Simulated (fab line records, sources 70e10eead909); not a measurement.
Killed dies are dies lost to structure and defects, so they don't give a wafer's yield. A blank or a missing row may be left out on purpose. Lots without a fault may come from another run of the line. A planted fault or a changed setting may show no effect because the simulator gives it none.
fab line records | flow nand_harc
record lots=22 wafers=66 last_day=33
route steps=1302 shown P_GATE@202 P_CONTACT@236 P_M0@263
lots that met no fault: from a run of the same line without faults
start_h: hours from the record's first day to the start of the lot's first wafer shown | wait_h: hours since the lot's step before | " the same as in the row above | L1.1+2: a row that stands for several wafers | - no value, or no start given | * or withheld: withheld | < > ~ a bound
route shown NAME@n: a module of which the file shows steps, and the number in the route of the first | usual: mean/standard deviation of fault-free wafers | same: alike in all rows | chamber/n: place in a boat | sites: the reading at each site | _std_site: their standard deviation | _edge_site: outer sites' mean less inner sites' | radius_mm: how far each site lies from the wafer's centre | mask NAME#n: copy n | behind: the tool/chamber that last shaped the wafer | hold: why the lot was held/for how many hours/how that ended | device: the transistor (n, p or np) that didn't switch | end of line: the same wafers' tests at the end of the route | a step without rows: its recipe alone | killed: dies lost to structure and defects at the first sort, not the wafer's yield | map: a wafer's dies, x killed, . not, _ none there
set.NAME: the setting as run; set.NAME@STEP: as run at that earlier step | model.NAME: the simulator's own value behind a step, which no gauge read
steps of the route over a sample of lots; a table a step, a row a wafer
services: from which hour (start_h, from the record's first day; less than 0 if before it) a tool's chamber was out of use, for how many hours, and why
## steps
# step NHARC_P_GATE_DESCUM_93
# recipe time_s=3 o2_flow_sccm=200 ar_flow_sccm=0 bias_power_w=0 chemistry=O2
# usual drypump_motor_current_A=5.9/0.35 oes_product_au=1.004/0.011 rf_vpp_V=57.4/0.85 showerhead_plenum_p_Torr=1.84/0.067 throttle_valve_pct=11.311/0.0097
# columns lot.wafer tool chamber start_h wait_h drypump_motor_current_A oes_product_au rf_hours_counter_h rf_vpp_V showerhead_plenum_p_Torr throttle_valve_pct
L074.2 rie_diel-10 3 110.34 - 6.1 0.987 3 56.5 1.79 11.308
L074.3 " 1 " " 6.5 1.002 2 55.7 1.78 11.314
L074.6 " 3 " " 6.1 1.004 - 58.1 1.79 11.313
L075.3 rie_diel-10 1 117.83 - 6.5 1.016 2 57.6 1.78 11.309
L075.4 " 0 " " 5.9 1.015 3 56.1 1.88 11.317
L075.6 " 1 " " 6.5 1.012 - 57.1 1.78 11.306
L076.1 rie_diel-10 2 134.19 - 6.0 0.998 4 56.9 1.79 11.310
L076.6 " 1 " " 6.5 1.001 - 59.1 1.78 11.318
L076.5 " 2 " " 6.0 1.000 - 56.3 1.79 11.319
L077.1 rie_diel-08 1 140.26 - 5.5 1.005 5 58.0 1.94 11.302
L077.4 " 3 " " 5.3 1.008 6 57.6 1.79 11.308
L077.5 " 1 " " 5.4 0.997 - 58.1 1.94 11.315
L079.1 rie_diel-08 0 162.82 - 5.9 0.999 6 57.6 1.81 11.316
L079.4 " 1 " " 5.4 1.005 6 57.4 1.94 11.316
L079.6 " 2 " " 5.7 0.993 - 58.3 1.81 11.309
L078.1 rie_diel-07 0 163.25 - 6.3 1.003 1 57.7 1.96 11.310
L078.3 " 1 " " 6.0 1.006 2 57.6 1.90 11.332
L078.5 " 3 " " 5.4 0.998 - 57.7 1.94 11.332
L080.2 rie_diel-08 1 181.35 - 5.5 1.018 9 56.8 1.94 11.303
L080.1 " 3 " " 5.3 1.005 8 58.0 1.79 11.296
L080.5 " 1 " " 5.5 1.014 - 57.0 1.94 11.312
L081.4 rie_diel-07 3 192.16 - 5.4 0.992 2 59.3 1.93 11.301
L081.1 " 0 " " 6.3 0.983 2 58.9 1.96 11.323
L081.6 " 3 " " 5.3 1.000 - 55.8 1.94 11.311
L082.1 rie_diel-10 2 192.64 - 5.9 1.007 8 58.0 1.79 11.311
L082.3 " 0 " " 5.9 1.026 9 57.6 1.88 11.315
L082.6 " 2 " " 5.9 1.008 - 56.9 1.79 11.324
L083.2 rie_diel-10 1 211.32 - 6.5 1.007 7 57.1 1.78 11.321
L083.3 " 2 " " 6.0 1.003 9 57.0 1.79 11.320
L083.4 " 3 " " 6.1 0.992 10 57.3 1.79 11.308
L085.3 rie_diel-08 0 225.16 - 5.9 1.005 1 57.5 1.81 11.312
L085.4 " 1 " " 5.5 1.010 1 57.2 1.94 11.317
L085.5 " 3 " " 5.3 0.997 - 57.3 1.79 11.310
L086.4 rie_diel-10 2 231.28 - 5.9 0.996 10 55.8 1.79 11.308
L086.5 " 2 " " 6.0 0.993 - 56.8 1.79 11.304
L086.6 " 3 " " 6.1 0.989 - 57.3 1.79 11.322
L087.1 rie_diel-07 1 237.97 - 6.0 0.986 4 57.8 1.90 11.308
L087.5 " 0 " " 6.3 0.996 - 58.2 1.96 11.296
L087.6 " 1 " " 6.0 0.989 - 57.7 1.90 11.305
L088.4 rie_diel-07 3 256.48 - 5.4 0.998 5 57.0 1.93 11.294
L088.1 " 1 " " 6.0 1.006 4 56.2 1.90 11.301
L088.6 " 3 " " 5.4 1.006 - 58.2 1.93 11.302
L089.2 rie_diel-10 0 259.79 - 5.9 1.017 0 57.7 1.88 11.317
L089.6 " 1 " " 6.5 0.996 - 57.5 1.78 11.306
L089.5 " 2 " " 6.0 0.998 - 57.0 1.79 11.314
L090.4 rie_diel-08 2 280.69 - 5.7 0.995 4 58.8 1.81 11.303
L090.1 " 3 " " 5.3 1.011 4 56.6 1.79 11.298
L090.5 " 1 " " 5.4 1.011 - 58.8 1.94 11.311
L092.3 rie_diel-10 1 299.03 - 6.5 0.982 3 55.4 1.78 11.332
L092.2 " 2 " " 6.0 1.008 3 58.2 1.78 11.291
L092.4 " 0 " " 5.9 1.017 2 57.1 1.88 11.308
L093.4 rie_diel-10 0 299.34 - 5.9 1.022 2 57.5 1.88 11.319
L093.2 " 1 " " 6.5 0.991 3 57.0 1.78 11.318
L093.6 " 0 " " 5.9 1.022 - 55.8 1.88 11.303
L094.1 rie_diel-07 1 313.73 - 6.0 1.007 0 56.8 1.90 11.319
L094.4 " 3 " " 5.4 1.002 0 58.3 1.93 11.300
L094.6 " 1 " " 6.0 1.009 - 57.2 1.90 11.322
L095.2 rie_diel-07 2 332.68 - 5.5 0.995 2 57.6 1.90 11.305
L095.6 " 2 " " 5.5 0.995 - 57.7 1.90 11.313
L095.5 " 3 " " 5.3 1.007 - 58.2 1.93 11.321
L096.3 rie_diel-08 1 343.90 - 5.4 1.006 8 58.8 1.94 11.303
L096.1 " 2 " " 5.7 1.010 8 57.2 1.81 11.303
L096.6 " 2 " " 5.7 1.011 - 57.9 1.81 11.313
L097.2 rie_diel-08 2 346.88 - 5.7 1.007 8 58.4 1.81 11.307
L097.1 " 3 " " 5.3 1.006 8 56.7 1.78 11.316
L097.3 " 1 " " 5.4 0.996 8 57.7 1.94 11.317
# step NHARC_P_CONTACT_ETCH_35
# recipe target_depth_a=390 over_etch_frac=0.3 time_s=65 ion_energy_ev=80 cf4_flow_sccm=150 ar_flow_sccm=0 rf_w=300 bias_w=100 chemistry=CF4
# usual bias_w=100.0/0.32 drypump_motor_current_A=5.8/0.34 oes_product_au=1.001/0.013 rf_vpp_V=151.7/1.1 showerhead_plenum_p_Torr=1.80/0.054 throttle_valve_pct=13.283/0.0088
# columns lot.wafer tool chamber start_h wait_h bias_w drypump_motor_current_A oes_product_au rf_hours_counter_h rf_vpp_V showerhead_plenum_p_Torr throttle_valve_pct
L074.3 rie_diel-01 0 114.99 0.1 100.4 4.8 1.011 3.1 151.1 1.77 13.280
L074.2 " 1 " " 100.0 6.3 1.005 3.0 150.7 1.82 13.272
L074.6 " 3 " " 100.0 6.3 1.009 - 151.6 1.82 13.294
L075.4 rie_diel-05 3 122.50 0.1 100.1 6.4 1.011 2.1 150.3 1.80 13.293
L075.3 " 1 " " 100.0 5.9 1.005 2.8 151.0 1.85 13.282
L075.6 " 3 " " 100.1 6.4 1.028 - 152.2 1.80 13.291
L076.1 rie_diel-05 1 138.97 0.1 99.4 5.9 1.011 3.3 151.7 1.85 13.263
L076.6 " 1 " " 99.4 5.9 1.012 - 152.9 1.85 13.279
L076.5 " 2 " " 99.7 5.3 0.986 - 149.0 1.76 13.302
L077.4 rie_diel-12 2 145.03 0.1 99.6 5.9 1.008 0.7 153.0 1.85 13.285
L077.1 " 0 " " 100.7 5.9 1.003 0.7 151.2 1.73 13.285
L077.5 " 2 " " 99.5 5.9 1.008 - 151.8 1.85 13.283
L079.1 rie_diel-05 1 167.59 0.1 100.0 5.9 1.010 5.3 152.7 1.85 13.269
L079.4 " 0 " " 99.9 6.0 0.990 5.1 152.9 1.81 13.270
L079.6 " 2 " " 100.5 5.4 1.012 - 150.9 1.76 13.282
L078.1 rie_diel-12 1 168.06 0.1 99.8 5.8 1.002 1.2 153.0 1.87 13.293
L078.3 " 2 " " 99.8 5.9 1.006 1.3 151.8 1.85 13.288
L078.5 " 0 " " 100.2 5.9 1.006 - 150.8 1.73 13.312
L080.2 rie_diel-01 1 186.14 0.1 99.8 6.3 0.972 4.3 152.4 1.82 13.277
L080.1 " 2 " " 100.0 5.7 0.989 4.8 149.4 1.66 13.279
L080.5 " 0 " " 100.3 4.8 1.021 - 152.6 1.77 13.275
L081.4 rie_diel-12 2 197.02 0.1 100.4 5.9 1.008 2.2 152.6 1.85 13.269
L081.1 " 0 " " 99.7 5.9 1.007 2.3 152.3 1.73 13.282
L081.6 " 2 " " 100.1 5.8 1.003 - 153.0 1.85 13.290
L082.3 rie_diel-05 1 197.43 0.1 99.9 5.9 0.989 6.8 153.2 1.85 13.287
L082.1 " 0 " " 99.9 5.9 0.981 6.5 151.9 1.81 13.268
L082.6 " 2 " " 99.8 5.4 0.995 - 151.4 1.76 13.290
L083.3 rie_diel-12 1 216.27 0.1 100.0 5.8 1.003 2.5 154.2 1.87 13.280
L083.2 " 3 " " 100.6 5.6 0.988 3.1 152.0 1.79 13.271
L083.4 " 0 " " 101.0 6.0 1.000 3.1 150.6 1.73 13.282
L085.3 rie_diel-12 2 229.97 0.1 99.5 5.9 1.012 3.7 152.2 1.85 13.275
L085.4 " 3 " " 99.6 5.6 1.001 4.0 151.0 1.79 13.273
L085.5 " 3 " " 100.0 5.6 0.998 - 150.3 1.79 13.278
L086.4 rie_diel-01 2 236.25 0.1 100.0 5.7 0.984 0.4 148.3 1.66 13.279
L086.6 " 1 " " 99.6 6.3 0.997 - 151.9 1.82 13.293
L086.5 " 2 " " 100.4 5.7 0.981 - 152.2 1.66 13.275
L087.1 rie_diel-12 2 242.65 0.1 100.3 5.9 1.015 4.2 153.8 1.84 13.292
L087.6 " 3 " " 100.1 5.6 1.013 - 152.4 1.79 13.278
L087.5 " 0 " " 100.4 5.9 1.017 - 152.7 1.73 13.280
L088.1 rie_diel-12 2 261.56 0.1 99.3 5.9 1.023 5.0 151.6 1.84 13.295
L088.4 " 3 " " 100.0 5.6 1.002 5.4 151.0 1.79 13.279
L088.6 " 2 " " 100.0 5.9 1.021 - 153.1 1.84 13.296
L089.2 rie_diel-12 0 264.57 0.1 99.3 5.9 1.011 5.2 149.5 1.73 13.291
L089.6 " 0 " " 100.2 5.9 1.015 - 150.4 1.73 13.284
L089.5 " 2 " " 99.8 5.8 1.007 - 152.2 1.84 13.286
L090.4 rie_diel-12 0 285.44 0.1 99.8 5.9 0.985 0.2 151.0 1.73 13.296
L090.1 " 1 " " 99.7 5.8 1.012 0.2 152.0 1.87 13.296
L090.5 " 0 " " 99.9 5.9 0.993 - 150.7 1.73 13.300
L092.3 rie_diel-05 0 303.83 0.1 99.7 6.0 0.973 3.5 152.4 1.81 13.273
L092.4 " 1 " " 100.0 5.9 1.000 3.3 152.1 1.85 13.282
L092.2 " 2 " " 99.9 5.4 1.008 3.0 150.9 1.75 13.286
L093.2 rie_diel-12 3 304.14 0.1 99.8 5.6 1.017 1.0 151.0 1.79 13.276
L093.4 " 0 " " 100.2 6.0 0.982 0.9 151.8 1.73 13.273
L093.6 " 2 " " 100.0 5.9 1.025 - 153.0 1.84 13.278
L094.1 rie_diel-12 1 318.37 0.1 99.8 5.8 0.999 1.2 152.0 1.87 13.293
L094.4 " 2 " " 100.1 5.9 1.023 0.8 153.4 1.84 13.285
L094.6 " 1 " " 99.9 5.8 0.992 - 152.7 1.87 13.284
L095.2 rie_diel-01 1 337.86 0.1 100.6 6.3 0.997 2.3 150.6 1.82 13.297
L095.5 " 2 " " 100.4 5.7 0.988 - 149.4 1.66 13.275
L095.6 " 3 " " 99.5 6.3 1.019 - 152.7 1.82 13.292
L096.1 rie_diel-05 2 349.05 0.1 99.9 5.4 0.992 5.5 149.8 1.75 13.285
L096.3 " 1 " " 99.8 5.9 0.995 5.3 152.9 1.85 13.282
L096.6 " 1 " " 99.9 5.9 1.000 - 153.2 1.85 13.278
L097.2 rie_diel-05 2 352.13 0.1 99.8 5.4 1.002 5.9 151.6 1.75 13.283
L097.3 " 0 " " 99.3 5.9 0.982 5.9 151.2 1.81 13.284
L097.1 " 1 " " 99.5 5.9 1.001 5.8 154.0 1.85 13.279
# step NHARC_P_CONTACT_DEGAS_38
# recipe temp_c=300 time_s=60
# usual heater_power_w=462/51
# columns lot.wafer tool chamber start_h wait_h heater_power_w
L074.2 pvd_sputter-03 - 116.51 - 552
L074.3 " - " " 457
L074.6 " - " " 398
L075.4 pvd_sputter-03 - 123.99 - 443
L075.3 " - " " 455
L075.6 " - " " 457
L076.1 pvd_sputter-03 - 140.50 - 393
L076.5 " - " " 389
L076.6 " - " " 558
L077.4 pvd_sputter-02 - 146.54 - 477
L077.1 " - " " 463
L077.5 " - " " 454
L079.1 pvd_sputter-01 - 169.09 - 435
L079.4 " - " " 426
L079.6 " - " " 509
L078.1 pvd_sputter-03 - 169.56 - 448
L078.3 " - " " 386
L078.5 " - " " 458
L080.2 pvd_sputter-03 - 187.65 - 381
L080.1 " - " " 555
L080.5 " - " " 385
L081.1 pvd_sputter-02 - 198.53 - 465
L081.4 " - " " 444
L081.6 " - " " 466
L082.3 pvd_sputter-01 - 198.93 - 478
L082.1 " - " " 448
L082.6 " - " " 478
L083.2 pvd_sputter-03 - 217.77 - 467
L083.4 " - " " 548
L083.3 " - " " 461
L085.4 pvd_sputter-03 - 231.48 - 555
L085.3 " - " " 461
L085.5 " - " " 377
L086.4 pvd_sputter-03 - 238.24 - 543
L086.5 " - " " 478
L086.6 " - " " 377
L087.1 pvd_sputter-03 - 244.14 - 469
L087.5 " - " " 554
L087.6 " - " " 470
L088.1 pvd_sputter-03 - 263.07 - 466
L088.4 " - " " 554
L088.6 " - " " 475
L089.2 pvd_sputter-03 - 266.20 - 361
L089.6 " - " " 386
L089.5 " - " " 545
L090.4 pvd_sputter-03 - 287.00 - 481
L090.1 " - " " 451
L090.5 " - " " 376
L092.2 pvd_sputter-03 - 305.33 - 378
L092.3 " - " " 547
L092.4 " - " " 460
L093.2 pvd_sputter-01 - 305.64 - 442
L093.4 " - " " 467
L093.6 " - " " 432
L094.4 pvd_sputter-03 - 319.86 - 455
L094.1 " - " " 567
L094.6 " - " " 466
L095.2 pvd_sputter-01 - 339.36 - 480
L095.5 " - " " 439
L095.6 " - " " 505
L096.1 pvd_sputter-01 - 350.68 - 474
L096.3 " - " " 442
L096.6 " - " " 439
L097.3 pvd_sputter-02 - 353.77 - 500
L097.1 " - " " 460
L097.2 " - " " 445
# step NHARC_P_M0_CD_MEAS_09
# recipe target_cd_nm=90 landing_energy_ev=500
# usual cd_nm=89.9/1.1
# same landing_energy_ev=500
# columns lot.wafer tool chamber start_h wait_h cd_nm
L074.2 cd_sem-02 0 118.76 - 90.5
L074.3 " 0 " " 91.2
L074.6 " 0 " " 90.1
L075.3 cd_sem-01 0 126.38 - 91.0
L075.4 " 0 " " 89.4
L075.6 " 0 " " 89.6
L076.1 cd_sem-03 0 142.90 - 88.2
L076.5 " 0 " " 88.7
L076.6 " 0 " " 89.7
L077.1 cd_sem-03 0 148.92 - 91.0
L077.4 " 0 " " 90.7
L077.5 " 0 " " 91.5
L079.1 cd_sem-03 0 171.51 - 88.8
L079.4 " 0 " " 88.0
L079.6 " 0 " " 88.5
L078.1 cd_sem-03 0 172.14 - 88.8
L078.3 " 0 " " 88.3
L078.5 " 0 " " 90.5
L080.1 cd_sem-01 0 190.07 - 91.2
L080.2 " 0 " " 90.5
L080.5 " 0 " " 90.4
L081.1 cd_sem-01 0 200.91 - 90.5
L081.4 " 0 " " 91.0
L081.6 " 0 " " 90.8
L082.1 cd_sem-03 0 201.47 - 89.3
L082.3 " 0 " " 89.0
L082.6 " 0 " " 88.3
L083.2 cd_sem-01 0 220.16 - 89.7
L083.3 " 0 " " 87.9
L083.4 " 0 " " 89.1
L085.3 cd_sem-02 0 233.86 - 89.4
L085.4 " 0 " " 88.8
L085.5 " 0 " " 89.1
L086.4 cd_sem-01 0 240.67 - 88.1
L086.5 " 0 " " 87.2
L086.6 " 0 " " 88.3
L087.1 cd_sem-01 0 246.58 - 90.5
L087.5 " 0 " " 89.5
L087.6 " 0 " " 89.6
L088.1 cd_sem-02 0 265.35 - 90.3
L088.4 " 0 " " 92.1
L088.6 " 0 " " 90.3
L089.2 cd_sem-01 0 268.76 - 91.1
L089.5 " 0 " " 90.6
L089.6 " 0 " " 91.2
L090.1 cd_sem-03 0 289.39 - 88.6
L090.4 " 0 " " 90.0
L090.5 " 0 " " 88.8
L092.2 cd_sem-01 0 307.74 - 89.9
L092.3 " 0 " " 89.3
L092.4 " 0 " " 90.1
L093.2 cd_sem-03 0 308.03 - 91.5
L093.4 " 0 " " 91.7
L093.6 " 0 " " 93.0
L094.1 cd_sem-01 0 322.26 - 90.7
L094.4 " 0 " " 91.7
L094.6 " 0 " " 91.6
L095.2 cd_sem-02 0 341.73 - 90.6
L095.5 " 0 " " 88.6
L095.6 " 0 " " 89.2
L096.1 cd_sem-01 0 353.10 - 90.1
L096.3 " 0 " " 90.5
L096.6 " 0 " " 92.5
L097.1 cd_sem-02 0 356.17 - 89.2
L097.2 " 0 " " 88.6
L097.3 " 0 " " 89.1
# step NHARC_P_M0_DESCUM_14
# recipe time_s=3 o2_flow_sccm=200 ar_flow_sccm=0 bias_power_w=0 chemistry=O2
# usual drypump_motor_current_A=5.76/0.28 oes_product_au=0.994/0.012 rf_vpp_V=57.6/0.95 showerhead_plenum_p_Torr=1.87/0.092 throttle_valve_pct=11.312/0.0087
# columns lot.wafer tool chamber start_h wait_h drypump_motor_current_A oes_product_au rf_hours_counter_h rf_vpp_V showerhead_plenum_p_Torr throttle_valve_pct
L074.3 rie_diel-02 0 118.95 0.1 6.43 0.987 16 58.3 2.02 11.295
L074.2 " 3 " " 5.11 0.977 18 56.5 1.93 11.312
L074.6 " 1 " " 5.68 0.996 - 57.9 1.79 11.310
L075.4 rie_diel-11 0 126.56 0.1 5.98 1.010 5 55.6 1.77 11.309
L075.3 " 2 " " 5.70 0.986 7 60.0 1.84 11.323
L075.6 " 1 " " 5.71 0.981 - 57.9 1.78 11.313
L076.1 rie_diel-02 2 143.09 0.1 5.27 0.990 30 57.5 1.91 11.299
L076.5 " 2 " " 5.29 0.978 - 59.1 1.91 11.314
L076.6 " 3 " " 5.12 0.986 - 56.9 1.93 11.306
L077.1 rie_diel-11 1 149.12 0.1 5.70 0.988 13 55.4 1.78 11.320
L077.4 " 0 " " 5.98 0.996 7 57.5 1.77 11.318
L077.5 " 2 " " 5.69 0.989 - 57.7 1.83 11.338
L079.4 rie_diel-11 1 171.74 0.1 5.70 0.984 15 57.4 1.78 11.317
L079.1 " 2 " " 5.67 0.981 16 58.4 1.83 11.310
L079.6 " 0 " " 6.03 0.999 - 56.9 1.77 11.304
L078.1 rie_diel-11 2 172.35 0.1 5.67 0.986 16 55.9 1.83 11.308
L078.3 " 0 " " 6.00 1.004 11 58.6 1.77 11.301
L078.5 " 1 " " 5.69 0.985 - 55.9 1.78 11.321
L080.1 rie_diel-11 1 190.26 0.1 5.69 0.996 19 56.0 1.78 11.324
L080.2 " 3 " " 5.93 0.986 15 57.0 1.93 11.301
L080.5 " 2 " " 5.68 0.980 - 57.4 1.83 11.317
L081.1 rie_diel-11 1 201.11 0.1 5.72 0.993 22 58.4 1.78 11.313
L081.4 " 0 " " 5.99 1.005 17 56.8 1.77 11.304
L081.6 " 2 " " 5.69 0.989 - 57.4 1.83 11.317
L082.3 rie_diel-11 2 201.66 0.1 5.69 0.982 23 58.7 1.83 11.308
L082.1 " 0 " " 6.01 1.009 17 57.8 1.77 11.314
L082.6 " 2 " " 5.73 0.978 - 57.6 1.83 11.323
L083.4 rie_diel-11 0 220.35 0.1 5.97 1.011 22 57.8 1.76 11.292
L083.2 " 1 " " 5.69 0.998 27 56.1 1.77 11.315
L083.3 " 3 " " 5.91 1.012 21 57.8 1.93 11.309
L085.3 rie_diel-11 1 234.05 0.1 5.70 0.988 30 58.3 1.77 11.324
L085.4 " 1 " " 5.70 0.987 - 56.6 1.77 11.308
L085.5 " 2 " " 5.67 0.967 - 59.2 1.83 11.323
L086.4 rie_diel-11 3 240.87 0.1 5.92 0.992 25 57.2 1.93 11.323
L086.6 " 1 " " 5.68 0.992 - 58.2 1.77 11.323
L086.5 " 2 " " 5.69 0.968 - 56.9 1.83 11.307
L087.1 rie_diel-11 3 246.78 0.1 5.89 0.985 27 57.2 1.93 11.311
L087.5 " 2 " " 5.67 0.973 - 57.5 1.83 11.328
L087.6 " 3 " " 5.92 0.986 - 58.3 1.93 11.312
L088.1 rie_diel-13 0 265.54 0.1 5.47 1.024 30 58.0 1.99 11.307
L088.4 " 2 " " 6.05 1.002 34 57.4 1.91 11.306
L088.6 " 1 " " 6.08 1.012 - 57.4 1.77 11.311
L089.2 rie_diel-11 2 268.95 0.1 5.66 0.997 0 55.7 1.83 11.322
L089.5 " 2 " " 5.69 0.986 - 58.2 1.83 11.314
L089.6 " 0 " " 6.00 1.012 - 58.6 2.08 11.308
L090.4 rie_diel-02 0 289.59 0.1 6.41 1.003 22 58.8 2.00 11.309
L090.1 " 2 " " 5.30 1.002 27 57.5 1.89 11.318
L090.5 " 0 " " 6.40 1.002 - 58.8 2.00 11.320
L092.2 rie_diel-11 2 307.93 0.1 5.68 1.003 7 57.9 1.82 11.324
L092.3 " 3 " " 5.91 1.002 5 57.0 1.92 11.307
L092.4 " 1 " " 5.70 1.001 8 56.5 1.77 11.326
L093.2 rie_diel-13 0 308.22 0.1 5.48 1.006 45 58.0 1.98 11.299
L093.6 " 2 " " 6.05 0.997 - 59.2 1.91 11.296
L093.4 " 3 " " 5.20 1.008 - 55.9 1.95 11.323
L094.4 rie_diel-13 2 322.44 0.1 6.04 0.988 55 59.5 1.91 11.316
L094.1 " 1 " " 6.09 1.015 50 56.4 1.76 11.313
L094.6 " 3 " " 5.24 1.006 - 57.0 1.95 11.311
L095.2 rie_diel-11 0 341.92 0.1 6.01 1.010 10 59.1 2.07 11.311
L095.6 " 3 " " 5.91 0.990 - 58.1 1.92 11.317
L095.5 " 0 " " 5.97 1.000 - 57.4 2.07 11.312
L096.3 rie_diel-11 0 353.30 0.1 6.03 0.996 13 57.9 2.07 11.304
L096.1 " 1 " " 5.69 0.997 15 57.4 1.77 11.320
L096.6 " 3 " " 5.90 0.990 - 57.9 1.92 11.304
L097.3 rie_diel-02 2 356.36 0.1 5.30 1.007 48 56.0 1.89 11.319
L097.1 " 3 " " 5.13 0.981 45 57.6 1.91 11.301
L097.2 " 0 " " 6.40 1.001 41 58.7 2.00 11.308
# step NHARC_P_M0_ETCH_34
# recipe target_depth_a=400 overetch_a=120 time_s=43.94 ion_energy_ev=200 n2_flow_sccm=150 h2_flow_sccm=150 ar_flow_sccm=0 rf_w=400 bias_w=150 chemistry=N2/H2
# usual bias_w=150.1/0.47 drypump_motor_current_A=5.77/0.29 oes_product_au=0.996/0.013 rf_vpp_V=429/3.1 showerhead_plenum_p_Torr=1.99/0.1 throttle_valve_pct=14.173/0.01
# columns lot.wafer tool chamber start_h wait_h bias_w drypump_motor_current_A oes_product_au rf_hours_counter_h rf_vpp_V showerhead_plenum_p_Torr throttle_valve_pct
L074.2 rie_diel-02 1 119.04 0.1 149.9 5.69 1.010 21 427 1.90 14.183
L074.3 " 2 " " 150.9 5.30 0.987 21 430 2.04 14.195
L074.6 " 0 " " 150.5 6.44 0.999 - 434 2.16 14.166
L075.3 rie_diel-11 3 126.65 0.1 149.3 5.89 0.991 3 432 2.06 14.186
L075.4 " 0 " " 150.1 6.00 1.009 5 426 1.88 14.170
L075.6 " 0 " " 150.8 6.03 1.011 - 425 1.88 14.160
L076.1 rie_diel-02 3 143.18 0.1 150.0 5.12 0.983 25 431 2.06 14.175
L076.5 " 3 " " 150.3 5.12 0.984 - 431 2.06 14.160
L076.6 " 0 " " 149.6 6.40 0.980 - 432 2.15 14.187
L077.1 rie_diel-11 1 149.21 0.1 150.4 5.69 0.985 13 426 1.89 14.181
L077.4 " 2 " " 150.5 5.67 0.978 13 429 1.95 14.163
L077.5 " 0 " " 150.3 6.03 1.013 - 426 1.88 14.182
L079.4 rie_diel-11 1 171.82 0.1 150.1 5.70 0.993 15 425 1.89 14.175
L079.1 " 3 " " 149.9 5.89 0.994 12 432 2.06 14.157
L079.6 " 0 " " 150.5 5.98 1.003 - 426 1.88 14.165
L078.1 rie_diel-11 2 172.43 0.1 149.9 5.70 0.987 16 428 1.95 14.174
L078.3 " 3 " " 150.6 5.89 0.996 12 430 2.06 14.164
L078.5 " 2 " " 150.8 5.68 0.978 - 427 1.95 14.180
L080.1 rie_diel-11 3 190.35 0.1 150.2 5.95 0.992 15 431 2.06 14.180
L080.2 " 0 " " 149.8 5.99 0.990 14 425 1.88 14.158
L080.5 " 3 " " 149.5 5.94 0.978 - 431 2.06 14.185
L081.4 rie_diel-11 0 201.23 0.1 149.9 5.97 1.003 17 425 1.88 14.165
L081.1 " 1 " " 149.5 5.71 0.986 22 427 1.89 14.179
L081.6 " 2 " " 150.6 5.67 0.981 - 428 1.95 14.183
L082.3 rie_diel-11 2 201.74 0.1 150.0 5.66 0.985 23 428 1.95 14.167
L082.1 " 3 " " 149.7 5.89 0.995 18 431 2.06 14.186
L082.6 " 2 " " 150.1 5.65 0.986 - 428 1.95 14.176
L083.2 rie_diel-11 1 220.44 0.1 149.7 5.72 0.989 27 427 1.89 14.182
L083.3 " 2 " " 150.0 5.68 0.976 28 429 1.95 14.156
L083.4 " 3 " " 150.9 5.92 0.993 21 432 2.05 14.171
L085.3 rie_diel-11 2 234.15 0.1 150.6 5.66 0.971 31 426 1.95 14.177
L085.4 " 1 " " 149.5 5.71 1.001 - 428 1.89 14.166
L085.5 " 2 " " 150.4 5.67 0.964 - 427 1.95 14.153
L086.4 rie_diel-11 2 240.94 0.1 149.1 5.68 0.988 32 428 1.95 14.173
L086.5 " 2 " " 149.6 5.66 0.971 - 427 1.95 14.184
L086.6 " 3 " " 150.7 5.93 0.999 - 431 2.05 14.176
L087.1 rie_diel-11 3 246.87 0.1 149.5 5.90 0.988 27 432 2.05 14.168
L087.6 " 0 " " 149.8 6.03 1.006 - 424 1.88 14.191
L087.5 " 1 " " 150.6 5.70 0.988 - 426 1.89 14.167
L088.4 rie_diel-13 0 265.63 0.1 150.9 5.48 1.024 30 432 2.12 14.151
L088.1 " 2 " " 150.2 6.04 0.996 34 431 2.04 14.154
L088.6 " 3 " " 150.6 5.17 1.021 - 431 2.09 14.189
L089.2 rie_diel-11 0 269.09 0.1 150.0 6.00 1.021 0 437 2.22 14.174
L089.6 " 0 " " 150.6 6.04 1.010 - 437 2.22 14.170
L089.5 " 2 " " 150.7 5.68 0.980 - 428 1.95 14.186
L090.1 rie_diel-02 3 289.67 0.1 151.1 5.12 0.980 24 431 2.04 14.170
L090.4 " 0 " " 150.3 6.37 0.997 22 434 2.14 14.171
L090.5 " 0 " " 149.5 6.36 1.000 - 433 2.14 14.163
L092.2 rie_diel-11 1 308.01 0.1 150.4 5.70 1.001 8 426 1.88 14.189
L092.4 " 3 " " 150.9 5.92 0.995 5 430 2.05 14.187
L092.3 " 0 " " 150.3 5.99 1.017 6 435 2.22 14.173
L093.2 rie_diel-13 0 308.51 0.3 149.6 5.49 1.007 45 433 2.11 14.167
L093.4 " 3 " " 150.7 5.15 1.026 - 432 2.08 14.180
L093.6 " 2 " " 149.5 6.03 0.999 - 431 2.03 14.175
L094.4 rie_diel-13 1 322.53 0.1 150.2 6.07 1.014 50 426 1.87 14.182
L094.1 " 2 " " 149.6 6.06 0.983 55 431 2.03 14.169
L094.6 " 1 " " 150.0 6.06 1.018 - 424 1.87 14.182
L095.2 rie_diel-11 3 342.03 0.1 149.6 5.89 0.991 8 430 2.05 14.173
L095.5 " 0 " " 150.0 6.04 1.011 - 436 2.21 14.178
L095.6 " 1 " " 150.0 5.70 1.009 - 426 1.88 14.147
L096.1 rie_diel-11 3 353.37 0.1 150.3 5.93 0.993 11 430 2.05 14.183
L096.3 " 0 " " 150.3 5.94 0.989 13 436 2.21 14.175
L096.6 " 3 " " 150.4 5.97 0.984 - 430 2.05 14.160
L097.2 rie_diel-02 1 356.47 0.1 150.6 5.66 0.984 47 425 1.88 14.186
L097.1 " 2 " " 149.8 5.28 1.012 48 430 2.01 14.170
L097.3 " 0 " " 149.7 6.46 1.008 41 434 2.13 14.160
## services
# columns tool chamber start_h hours kind
pvd_sputter-03 - 86.68 7.3 repair
rie_diel-12 - 91.46 9.0 pm
rie_diel-11 0 101.69 3.3 repair
rie_diel-11 0 130.24 16.0 repair
rie_diel-12 1 139.26 4.8 repair
rie_diel-12 2 146.82 6.7 repair
rie_diel-12 1 159.29 3.9 repair
pvd_sputter-03 - 170.00 10.0 pm
rie_diel-02 1 178.38 5.0 repair
rie_diel-12 0 208.82 1.9 repair
rie_diel-02 - 217.62 9.0 pm
rie_diel-11 0 229.94 9.6 repair
rie_diel-10 - 242.50 9.0 pm
rie_diel-02 - 254.62 0.6 repair
rie_diel-11 - 255.50 9.0 pm
rie_diel-12 3 264.07 2.9 repair
rie_diel-11 1 266.49 2.9 repair
rie_diel-12 - 268.49 9.0 pm
rie_diel-10 - 276.55 0.3 repair
rie_diel-10 0 281.81 17.0 repair
rie_diel-12 - 299.90 0.9 repair
rie_diel-11 3 308.52 1.2 repair
rie_diel-12 1 345.71 34.8 repair
pvd_sputter-03 - 348.00 10.0 pm
## key
fault none
